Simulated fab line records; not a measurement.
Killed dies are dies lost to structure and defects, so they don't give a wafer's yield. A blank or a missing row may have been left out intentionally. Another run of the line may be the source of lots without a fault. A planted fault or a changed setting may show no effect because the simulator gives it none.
Struck lot and sound lot, side by side + flow n5_finfet + 21 out of 1938 route steps
Sound: these wafers, L550.3, L550.4, L550.5. Wafers L554.1, L554.3, L554.4 were the ones struck. The cause is given at the end.
At each step with rows: each side's tool, then ch and its chambers, then its first start. Under that, the readings that differ: sound wafers + struck wafers + difference of the means + sigmas: that difference in standard deviations of wafers without a fault.
alike: readings with means less than 2 such deviations apart, plus words and numbers identical on both sides. not compared: withheld readings, readings lacking a value on some wafer, bounds such as >300 that could conceal the same value, and numbers that have no deviation in the record and whose values overlap.
The two part at a step that has a row with sigmas, a row that says differs or no value, or rows on one side only. Non-overlapping numbers with no deviation appear without sigmas and do not part them. A reading missing from all wafers of one side parts the sides only when that side holds two or more wafers.

first, 3 steps without rows for these wafers: N5_DUMMY_REMOVAL_PRECLEAN_04 (cleans in DHF, time 37 s); N5_DUMMY_REMOVAL_SRD_05 (time 30 s); N5_HKMG_FIN_IL_REGROW_00 (material SiO2, chemistry O3, target thk 0.75 nm, time 30 s).
N5_HKMG_FIN_HK_ALD_01: deposits HfO2, target thk 1.6 nm, pulse time 3 s, purge time 3 s.
  sound on ald_hk-03 ch 0,1,3, day 5 17:37; struck on ald_hk-01 ch 0,2,3, day 6 17:21
  alike: precursor_pulse_height_rel
  not compared: since_wet_clean_h
N5_HKMG_FIN_HK_ANNEAL_02: time 30 s.
  sound on rtp_anneal-02 ch 0, day 5 18:02; struck on rtp_anneal-01 ch 0, day 6 17:36
  alike: lamp_power_pct, lamp_zone_1_pct, lamp_zone_2_pct, lamp_zone_4_pct, lamp_zone_6_pct, wafer_temp_C_max
N5_HKMG_FIN_ALD_74: deposits La2O3, target thk 0.5 nm, pulse time 6 s, co reactant pulse time 1 s.
  sound on ald_hk-03 ch 1,2,3, day 5 18:13; struck on ald_hk-03 ch 0,1,2, day 6 17:49
  alike: heater_power_w, precursor_pulse_height_rel
  not compared: since_wet_clean_h
N5_HKMG_FIN_ALD_75: deposits Al2O3, target thk 1 nm, co reactant pulse time 1 s.
  sound on ald_hk-03 ch 1,2,3, day 5 18:17; struck on ald_hk-03 ch 0,1,2, day 6 17:53
  alike: heater_power_w, precursor_pulse_height_rel
then, 5 steps without rows for these wafers: N5_HKMG_FIN_COAT_41 (time 60 s, resist thk 300 nm); N5_HKMG_FIN_COAT_42 (time 60 s, resist thk 35 nm); N5_HKMG_FIN_COAT_43 (resist thk 90 nm); N5_HKMG_FIN_EBR_45; N5_HKMG_FIN_SOFTBAKE_44 (time 60 s).
N5_HKMG_FIN_EXPOSE_46: exposes mask NDIPOLE.
  sound on arfi_scanner-02 ch 0, day 5 18:46; struck on arfi_scanner-01 ch 0, day 6 18:07
| reading              | sound             | struck            | difference | sigmas      |
|----------------------|-------------------|-------------------|------------|-------------|
| exposure_dose_mJ_cm2 | 40.03 39.96 39.95 | 44.14 44.13 44.24 | +4.19      | +99 or more |
  alike: mask
then, 2 steps without rows for these wafers: N5_HKMG_FIN_PEB_47 (peb time 60 s); N5_HKMG_FIN_DEVELOP_48 (develop time 30 s).
N5_HKMG_FIN_CD_MEAS_49: target cd 202 nm.
  sound on cd_sem-03 ch 0, day 5 18:53; struck on cd_sem-02 ch 0, day 6 18:14
| reading    | sound             | struck            | difference | sigmas |
|------------|-------------------|-------------------|------------|--------|
| cd_nm (nm) | 202.3 203.0 202.0 | 209.1 208.7 209.5 | +6.7       | +10    |
N5_HKMG_FIN_OVL_MEAS_50:
  sound on overlay-01 ch 0, day 5 18:55; struck on overlay-01 ch 0, day 6 18:16
  alike: NDIPOLE_OVL
N5_HKMG_FIN_INSPECT_61: inspects for defects (macro).
  sound on defect_inspect-02 at day 5 18:56; struck on defect_inspect-01 at day 6 18:17
  alike: raw_defect_count
N5_HKMG_FIN_DESCUM_53: chemistry O2, time 7.9 s.
  sound on rie_diel-06 ch 1,3, day 5 18:58; struck on rie_diel-02 ch 1,2,3, day 6 18:19
  alike: drypump_motor_current_A, o2_flow_sccm, oes_product_au, rf_vpp_V, showerhead_plenum_p_Torr, throttle_valve_pct
  not compared: rf_hours_counter_h
N5_HKMG_FIN_ETCH_54: etches SiARC in CF4, target depth 45.5 nm, time 75.8 s.
  sound on rie_diel-06 ch 1,3, day 5 19:01; struck on rie_diel-02 ch 1,2,3, day 6 18:22
| reading                          | sound   | struck      | difference | sigmas |
|----------------------------------|---------|-------------|------------|--------|
| model.HKMG_FIN.cd_offset_nm (nm) | 0 1 0.4 | 6.8 6.2 6.8 | +6.1       |        |
  alike: drypump_motor_current_A, etch_rf_on_time_s, oes_product_au, rf_vpp_V, showerhead_plenum_p_Torr, throttle_valve_pct
  not compared: rf_hours_counter_h
then, 1 step without rows for these wafers: N5_HKMG_FIN_ETCH_55 (etches SOC in N2/H2, target depth 240 nm, time 300 s).

WHERE THEY PART
Earliest at N5_HKMG_FIN_EXPOSE_46; latest, in this record, at N5_HKMG_FIN_CD_MEAS_49. Later steps at which nothing parts them and some readings are alike: N5_HKMG_FIN_OVL_MEAS_50, N5_HKMG_FIN_INSPECT_61, N5_HKMG_FIN_DESCUM_53, N5_HKMG_FIN_ETCH_54.

WHY: what the simulator had put in
Process parameters drifting: arfi_scanner-01 at N5_HKMG_FIN_EXPOSE_46, beginning at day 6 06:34. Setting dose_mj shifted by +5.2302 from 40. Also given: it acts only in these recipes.
